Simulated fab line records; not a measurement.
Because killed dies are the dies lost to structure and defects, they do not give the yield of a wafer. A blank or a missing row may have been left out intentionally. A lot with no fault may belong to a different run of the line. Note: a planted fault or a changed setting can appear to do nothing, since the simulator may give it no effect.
Split-lot trial | flow n5 finfet | 21 wafers read from 7 lots, route of 1938 steps

## THE SPLIT ITSELF
At N5_BEOL_M1_VIA_ETCH_34 (etches the open film in C4F6/O2, target depth 67.8 nm, time 64.4 s), the setting time s was moved away from the recipe's 64.4 s on 8 of the 21 wafers read, by -20.3% to +17.2%. The other wafers ran this setting at the recipe's value.

The reading is taken at the split's own step.

## THE READING
SOC_of_BEOL_M1_COAT_67.thk nm (the simulator's own value, which no gauge read), in nm, at N5_BEOL_M1_VIA_ETCH_34 (etches the open film in C4F6/O2, target depth 67.8 nm, time 64.4 s). There is no usual value for it anywhere in the file. Here, 13 wafers ran the recipe; their average is 52.0 nm with a standard deviation of 0.18 nm.

wafer  | tool, chamber at the split | time s as run, s | against the recipe | SOC_of_BEOL_M1_COAT_67.thk nm, nm | against lot-mates on the recipe
L074.1 | rie diel-06, 0             | 64.4             | recipe             | 52                                | -
L074.4 | rie diel-06, 1             | 57.73            | -10.4%             | 52.8                              | +0.8
L074.5 | rie diel-06, 0             | 57.73            | -10.4%             | 53                                | +1.0
L084.1 | rie diel-06, 2             | 75.48            | +17.2%             | 50.6                              | -1.6
L084.2 | rie diel-06, 3             | 75.48            | +17.2%             | 51                                | -1.2
L084.5 | rie diel-06, 2             | 64.4             | recipe             | 52.2                              | -
L087.3 | rie diel-02, 0             | 72.55            | +12.7%             | 51.2                              | -1.0
L087.5 | rie diel-02, 0             | 72.55            | +12.7%             | 51.2                              | -1.0
L087.6 | rie diel-02, 3             | 64.4             | recipe             | 52.2                              | -
L086.2 | rie diel-04, 0             | 64.4             | recipe             | 52                                | -
L086.5 | rie diel-04, 1             | 51.32            | -20.3%             | 53.2                              | +1.4
L086.6 | rie diel-04, 2             | 64.4             | recipe             | 51.6                              | -
L089.2 | rie diel-06, 2             | 64.4             | recipe             | 52                                | -
L089.4 | rie diel-06, 3             | 64.4             | recipe             | 52.2                              | -
L089.6 | rie diel-06, 2             | 64.4             | recipe             | 52                                | -
L093.1 | rie diel-04, 2             | 64.4             | recipe             | 52                                | -
L093.2 | rie diel-04, 3             | 64.4             | recipe             | 52.2                              | -
L093.4 | rie diel-04, 0             | 64.4             | recipe             | 52.2                              | -
L094.3 | rie diel-04, 0             | 60.74            | -5.7%              | 52.6                              | +0.8
L094.4 | rie diel-04, 1             | 64.4             | recipe             | 51.8                              | -
L094.5 | rie diel-04, 3             | 64.4             | recipe             | 51.8                              | -

THE FIT
A straight line over all 21 wafers: SOC_of_BEOL_M1_COAT_67.thk nm changes by -0.069 nm for each +1% of time s; r = -0.96; the points scatter about the line by 0.19 nm.
The same after taking each lot's own level away (the mean of its wafers on the recipe; 21 wafers): -0.0797 nm for each +1%; r = -0.98; scatter 0.15 nm.
The reading moves by 1.6 nm for the largest change in time s, on that fit.
Measured against the standard deviation above, the lots' own levels, which go from 51.80 to 52.20 nm, span 2.2 times it.
Thus the slope moves with the lot-to-lot level: the two fits are different.
Check: +1.74 nm against its lot-mates is what the line predicts for one of the wafers moved furthest among these (-20.3%) when that wafer is left out of the fit. It came out at +1.4 nm against them.

## THE OTHER SPLITS THESE WAFERS WENT THROUGH
Other splits were also applied to these wafers ahead of the reading. Each is held against what the fit with the lots' levels taken away leaves over:
other split on the same wafers              | wafers away from the commonest value | r with SOC_of_BEOL_M1_COAT_67.thk nm (lot level and that fit taken away)
N5_BEOL_M0_SAQP_SPACER2_ALD_26 target thk a | 8                                    | +0.06
N5_BEOL_M0_CUTY_ETCH_63 source w            | 9                                    | -0.21

## THE WHOLE CHAIN: every reading that the file lists as answering this split, in the file's order
step                   | what it does                                                       | reading                                                                        | change (the file's fit)                | r (the file's)
N5_BEOL_M1_VIA_ETCH_34 | etches the open film in C4F6/O2, target depth 67.8 nm, time 64.4 s | etch.depth nm (the simulator's own value, which no gauge read)                 | +0.666 nm for each +1% of the setting  | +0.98
N5_BEOL_M1_VIA_ETCH_34 | etches the open film in C4F6/O2, target depth 67.8 nm, time 64.4 s | SOC_of_BEOL_M1_COAT_67.thk nm (the simulator's own value, which no gauge read) | -0.0784 nm for each +1% of the setting | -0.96

## FILE'S OWN FIT
SOC_of_BEOL_M1_COAT_67.thk nm changes by -0.0784 nm for each +1% of time s, r = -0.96.
